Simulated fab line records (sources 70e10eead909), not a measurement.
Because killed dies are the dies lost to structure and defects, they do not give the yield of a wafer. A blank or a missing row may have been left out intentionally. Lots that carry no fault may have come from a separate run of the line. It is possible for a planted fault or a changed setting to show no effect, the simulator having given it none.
Matching of chambers    flow nand harc    NHARC_A_CONTACT_DESCUM_47 on rie diel-11 has 4 sister chambers
The step chemistry O2, time 3 s. 8 wafers are shown with their chamber, then 9 later ones without.

== WAFERS WITH THEIR CHAMBER ==
wafer   chamber  drypump motor current A (A)  showerhead plenum p Torr (Torr)
L082.4  1        5.6                          1.94
L082.5  2        6.1                          2.03
L087.1  2        6.0                          2.03
L087.2  3        5.9                          1.95
L087.3  0        5.3                          1.89
L087.4  1        5.5                          1.94
L087.5  3        5.9                          1.94
L087.6  0        5.3                          1.89

== WAFERS MISSING THEIR CHAMBER ==
wafer   drypump motor current A (A)  showerhead plenum p Torr (Torr)
L090.2  5.5                          1.94
L090.4  6.0                          2.03
L090.5  5.5                          1.94
L095.2  5.9                          1.94
L095.4  5.5                          1.94
L095.6  5.9                          1.94
L089.1  5.3                          1.89
L089.3  6.0                          2.02
L089.6  5.9                          1.94

== EACH ONE'S CHAMBER ==
wafer   from the rows above  in truth
L090.2  1                    1
L090.4  2                    2
L090.5  1                    1
L095.2  3                    3
L095.4  1                    1
L095.6  3                    3
L089.1  0                    0
L089.3  2                    2
L089.6  3                    3
Placed correctly: 9 of 9. Number that these rows cannot place: 0. Placed wrongly: 0.
How it was worked out, from the rows above alone: a wafer's distance from a chamber is the root of the sum, over the readings, of the square of ((its reading less the chamber's mean) divided by the reading's scatter). The wafer belongs to the nearest chamber; if the next one is less than 2 further off, it can't be placed. Each chamber's mean is taken over the wafers shown for it. The scatter is the square root of a quotient: the sum, over the shown wafers, of each reading's squared deviation from its chamber's mean, divided by wafers minus chambers.
